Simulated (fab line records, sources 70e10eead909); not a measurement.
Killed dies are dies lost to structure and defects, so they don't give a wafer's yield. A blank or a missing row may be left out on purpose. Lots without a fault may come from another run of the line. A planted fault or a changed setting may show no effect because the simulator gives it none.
Chamber matching | flow nand_harc | NHARC_A_ZERO_WELL_DESCUM_12 on rie_diel-05: 4 sister chambers
The step chemistry O2, time 3 s. 4 wafers are shown with their chamber, then 12 later ones without.

WAFERS WITH THEIR CHAMBER
wafer  | chamber | drypump_motor_current_A (A)
L085.6 | 3       | 5.3
L092.1 | 0       | 6.1
L092.5 | 2       | 5.5
L092.6 | 1       | 5.7

WAFERS WITHOUT THEIR CHAMBER
wafer  | drypump_motor_current_A (A)
L093.2 | 6.0
L093.3 | 5.8
L093.6 | 5.3
L095.3 | 6.0
L095.5 | 5.3
L095.6 | 6.0
L096.1 | 5.7
L096.2 | 5.5
L096.4 | 5.3
L097.2 | 6.0
L097.3 | 5.7
L097.4 | 5.5

WHICH CHAMBER EACH WENT THROUGH
wafer  | from the rows above | in truth
L093.2 | 0                   | 0
L093.3 | 1                   | 1
L093.6 | 3                   | 3
L095.3 | 0                   | 0
L095.5 | 3                   | 3
L095.6 | 0                   | 0
L096.1 | 1                   | 1
L096.2 | 2                   | 2
L096.4 | 3                   | 3
L097.2 | 0                   | 0
L097.3 | 1                   | 1
L097.4 | 2                   | 2
Placed correctly: 12 of 12. Can't be placed from these rows: 0. Placed wrongly: 0.
How it was worked out, from the rows above alone: a wafer's distance from a chamber is the root of the sum, over the readings, of the square of ((its reading less the chamber's mean) divided by the reading's scatter). The wafer belongs to the nearest chamber; if the next one is less than 2 further off, it can't be placed. A chamber's mean is the mean of its shown wafers. The scatter: with one shown wafer a chamber, the root of the mean of the squares of how far each hidden wafer lies from its nearest shown one.
